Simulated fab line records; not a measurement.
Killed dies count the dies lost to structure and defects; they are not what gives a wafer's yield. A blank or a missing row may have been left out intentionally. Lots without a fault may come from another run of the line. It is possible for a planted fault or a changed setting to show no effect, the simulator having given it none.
Problem report, 8D (eight disciplines) form, completed by code / flow nand_harc / the parts of the form that need people (team, actions taken, sign-off) are left out

== 1. PROBLEM STATEMENT ==
At NHARC_P_M2_CD_MEAS_09, cd_nm averages 191.1 nm over 6 wafers from 2 lots, while fault-free wafers read 170.1 nm, standard deviation 0.58. Relative to the usual mean, that is a shift of +36 standard deviations.
The step: target cd 170 nm.
Earliest sighting: wafer L826.2 on cd_sem-02 at day 13 12:18. The record holds 39 wafers of 13 lots with a number at this step. Rule for "out", or "out of limits": more than 4 standard deviations from the usual mean. All remaining wafers that have a number are taken as sound.

== 2. WHAT THIS IS AND IS NOT ==
question=which readings at this step | is=cd_nm | is not=-
question=which lots | is=L826, L830 | is not=L810, L811, L813, L814, L816, L817, L818, L819, L824, L825, L832
question=which wafers of those lots | is=all that have a number | is not=-
question=read on which gauges | is=cd_sem-02 | is not=cd_sem-01, cd_sem-03
question=when | is=from day 13 12:18 | is not=up to then (30 sound wafers); but 3 sound wafers of L832 came after

== 3. WHAT RULES OUT EACH SUSPECT ==
Counting: any tool at a process step up to the reading is kept as a suspect provided that every lot that is out went through it and no sound lot did after the first of them.
- the gauge at NHARC_P_M2_CD_MEAS_09: ruled out. All the wafers that are out were read on cd_sem-02, but those of them that NHARC_P_M2_PEB_07 has rows for are out there too, on other tools.
- litho_track-01 at NHARC_P_M2_PEB_07 (peb time 65 s): kept. It processed each lot that is out, first L826 at day 13 12:13, and no sound lot thereafter; up to then, the last sound lot it processed was L825 at day 13 00:44. Out on those wafers are its own readings of heater_power_total_W, plate_temp_C.
After counting, what remains is litho_track-01 at NHARC_P_M2_PEB_07.

== 4. THE CAUSE (what the simulator had put in) ==
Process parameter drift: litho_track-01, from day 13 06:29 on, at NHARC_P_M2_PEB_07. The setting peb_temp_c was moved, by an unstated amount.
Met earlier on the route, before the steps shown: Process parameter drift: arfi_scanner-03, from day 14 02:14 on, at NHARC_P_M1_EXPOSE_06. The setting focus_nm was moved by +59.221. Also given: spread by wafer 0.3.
This tool alone remained once counting was done.

== 5. SEQUENCE OF EFFECTS, ordered by route ==
Each row: a reading whose mean over the struck wafers that have a number lies more than 3 standard deviations from the usual. Only readings whose record carries a usual standard deviation are examined. hours: median over the lots of the time between each lot's start at the first step of this table that gives one and its start at this step. sigmas: the change, counted in usual standard deviations.
hours=0; step=NHARC_P_M2_PEB_07; reading=heater_power_total_W; usual=156.6 W; on struck wafers=171.5; change=+14.9; sigmas=+35
hours=0; step=NHARC_P_M2_PEB_07; reading=plate_temp_C; usual=100.01 C; on struck wafers=106.87; change=+6.86; sigmas=+57
hours=0; step=NHARC_P_M2_CD_MEAS_09; reading=cd_nm; usual=170.1 nm; on struck wafers=191.1; change=+21.0; sigmas=+36
Process steps it contains:
- NHARC_P_M2_PEB_07: peb time 65 s.
Later steps that measure or inspect, where all struck wafers having a row at the step show a number for every such reading and not one has moved that far: NHARC_P_M2_INSPECT_11, NHARC_END_SORT_01.

== 6. WHAT WOULD HAVE CAUGHT IT SOONER ==
In this record the first reading out of limits at a measuring or inspecting step was taken at day 13 12:18, 6 hours after the fault began at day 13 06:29.
The tool's own readings at NHARC_P_M2_PEB_07 were out on every struck wafer that the step has a row for (heater_power_total_W, plate_temp_C): an alarm limit on them would have fired on the first of those.
Among the 2 lots that are out, L830 began NHARC_P_M2_PEB_07 on litho_track-01 after day 13 12:18. A hold on the tool at that time would have spared it.
